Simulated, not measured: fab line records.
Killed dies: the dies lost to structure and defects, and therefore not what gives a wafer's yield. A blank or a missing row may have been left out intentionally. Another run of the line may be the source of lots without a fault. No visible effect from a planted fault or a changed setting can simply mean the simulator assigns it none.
Which tool did it? || flow n5 finfet || 24 lots (72 wafers sampled), 1 step of a 1938-step route

WHAT THE GAUGES SHOWED, per wafer
N5_BEOL_M2_THK_MEAS_53: measures by xrf.
{"lot": "L074", "measured": "day 6 19:08", "on": "film metro-01", "M2_THK (nm)": "40.1 41.7 41.9"}
{"lot": "L075", "measured": "day 7 09:59", "on": "film metro-02", "M2_THK (nm)": "38.4 40.2 39.4"}
{"lot": "L077", "measured": "day 7 14:52", "on": "film metro-02", "M2_THK (nm)": "39.8 41.0 40.1"}
{"lot": "L076", "measured": "day 8 00:23", "on": "film metro-01", "M2_THK (nm)": "40.6 40.1 38.5"}
{"lot": "L078", "measured": "day 8 01:59", "on": "film metro-02", "M2_THK (nm)": "39.1 40.0 39.7"}
{"lot": "L079", "measured": "day 8 03:49", "on": "film metro-01", "M2_THK (nm)": "40.3 41.0 40.4"}
{"lot": "L080", "measured": "day 8 06:07", "on": "film metro-01", "M2_THK (nm)": "39.1 42.2 41.4"}
{"lot": "L081", "measured": "day 9 16:38", "on": "film metro-02", "M2_THK (nm)": "37.8 37.6 39.4"}
{"lot": "L084", "measured": "day 9 16:47", "on": "film metro-02", "M2_THK (nm)": "41.4 42.5 41.7"}
{"lot": "L083", "measured": "day 9 19:30", "on": "film metro-02", "M2_THK (nm)": "40.9 40.8 41.3"}
{"lot": "L082", "measured": "day 9 21:20", "on": "film metro-01", "M2_THK (nm)": "40.2 40.0 40.7"}
{"lot": "L085", "measured": "day 9 23:17", "on": "film metro-01", "M2_THK (nm)": "40.9 39.2 42.5"}
{"lot": "L086", "measured": "day 10 05:37", "on": "film metro-02", "M2_THK (nm)": "41.3 39.8 42.1"}
{"lot": "L087", "measured": "day 10 11:47", "on": "film metro-02", "M2_THK (nm)": "40.3 42.2 41.1"}
{"lot": "L088", "measured": "day 10 13:46", "on": "film metro-01", "M2_THK (nm)": "41.3 40.1 40.1"}
{"lot": "L089", "measured": "day 10 17:46", "on": "film metro-01", "M2_THK (nm)": "38.2 39.9 41.6"}
{"lot": "L090", "measured": "day 11 10:24", "on": "film metro-02", "M2_THK (nm)": "39.5 41.3 42.6"}
{"lot": "L092", "measured": "day 11 15:59", "on": "film metro-01", "M2_THK (nm)": "42.0 43.1 40.1"}
{"lot": "L091", "measured": "day 11 20:56", "on": "film metro-01", "M2_THK (nm)": "41.2 39.2 42.2"}
{"lot": "L093", "measured": "day 11 22:14", "on": "film metro-01", "M2_THK (nm)": "41.5 43.5 40.5"}
{"lot": "L094", "measured": "day 12 01:13", "on": "film metro-01", "M2_THK (nm)": "41.2 40.9 42.1"}
{"lot": "L095", "measured": "day 12 13:07", "on": "film metro-02", "M2_THK (nm)": "40.0 40.5 40.6"}
{"lot": "L096", "measured": "day 12 16:23", "on": "film metro-02", "M2_THK (nm)": "39.9 40.5 41.0"}
{"lot": "L097", "measured": "day 12 19:50", "on": "film metro-02", "M2_THK (nm)": "42.6 40.4 39.5"}

TOOL THAT RAN EACH LOT (tool first, then ch and the chambers of the sampled wafers, then the start)
The record holds no process step before these readings.

AS READ BY THE TOOLS THEMSELVES (means over the sampled wafers that have a number; for cases with no such wafer, the mark the record gives instead)
The record holds no such reading with a usual standard deviation.

THE ANSWER, worked out from the rows above alone
Rule: what is usual is taken from the lots themselves. Put in order of their means at a reading, lots are off if they are a third of the lots or fewer, leave a main group of 4 or more, and stand apart from it by a gap of 3 or more times the standard deviation of the main group's means; of several such gaps the widest counts. Not used: any main group whose means are identical at the precision the tables above print for the reading. A lot without any number at a reading at which 4 lots or more have one is off too. Any other lot the step has rows for is counted as sound. The gauges are gone through in route order, then the tools' own readings, and for those a lot's mean is taken as printed above. The first step at which some lot is off is used, and at that step the reading that is off furthest; a lot without a number counts as furthest.
None of the lots is off at any reading shown; this tells nothing.

WHAT WAS PUT IN BY THE SIMULATOR
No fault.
